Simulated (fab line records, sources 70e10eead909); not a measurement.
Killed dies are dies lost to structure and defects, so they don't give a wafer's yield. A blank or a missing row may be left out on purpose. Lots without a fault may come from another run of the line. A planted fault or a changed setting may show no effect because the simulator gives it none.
Chamber matching | flow nand_harc | NHARC_A_CHANNEL_FILL_D1_ALD_14 on ald_hk-03: 4 sister chambers
The step deposits SiO2, target thk 2.5 nm, pulse time 10 s, ald cycles 25. 8 wafers are shown with their chamber, then 9 later ones without.

WAFERS WITH THEIR CHAMBER
wafer  | chamber | heater_power_w (W) | precursor_pulse_height_rel
L084.2 | 0       | 512                | 0.989
L084.3 | 3       | 497                | 1.010
L085.1 | 1       | 507                | 1.008
L085.3 | 2       | 375                | 0.989
L085.6 | 1       | 511                | 1.022
L085.2 | 0       | 506                | 0.998
L085.4 | 3       | 490                | 1.005
L085.5 | 2       | 375                | 0.991

WAFERS WITHOUT THEIR CHAMBER
wafer  | heater_power_w (W) | precursor_pulse_height_rel
L089.2 | 500                | 0.986
L089.4 | 373                | 1.027
L089.5 | 517                | 1.017
L090.1 | 510                | 1.002
L090.2 | 379                | 0.962
L090.3 | 496                | 1.027
L091.2 | 371                | 1.046
L091.3 | 492                | 1.025
L091.6 | 507                | 0.966

WHICH CHAMBER EACH WENT THROUGH
wafer  | from the rows above     | in truth
L089.2 | can't be placed: 0 or 3 | 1
L089.4 | 2                       | 2
L089.5 | 1                       | 1
L090.1 | can't be placed: 0 or 1 | 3
L090.2 | 2                       | 2
L090.3 | can't be placed: 3 or 1 | 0
L091.2 | 2                       | 2
L091.3 | 3                       | 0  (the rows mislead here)
L091.6 | 0                       | 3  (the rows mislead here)
Placed correctly: 4 of 9. Can't be placed from these rows: 3 (the true chamber is among the candidates in 0). Placed wrongly: 2.
How it was worked out, from the rows above alone: a wafer's distance from a chamber is the root of the sum, over the readings, of the square of ((its reading less the chamber's mean) divided by the reading's scatter). The wafer belongs to the nearest chamber; if the next one is less than 2 further off, it can't be placed. A chamber's mean is the mean of its shown wafers. The scatter: the root of (the sum of the squares of (reading less its chamber's mean) over the shown wafers, divided by (wafers less chambers)).
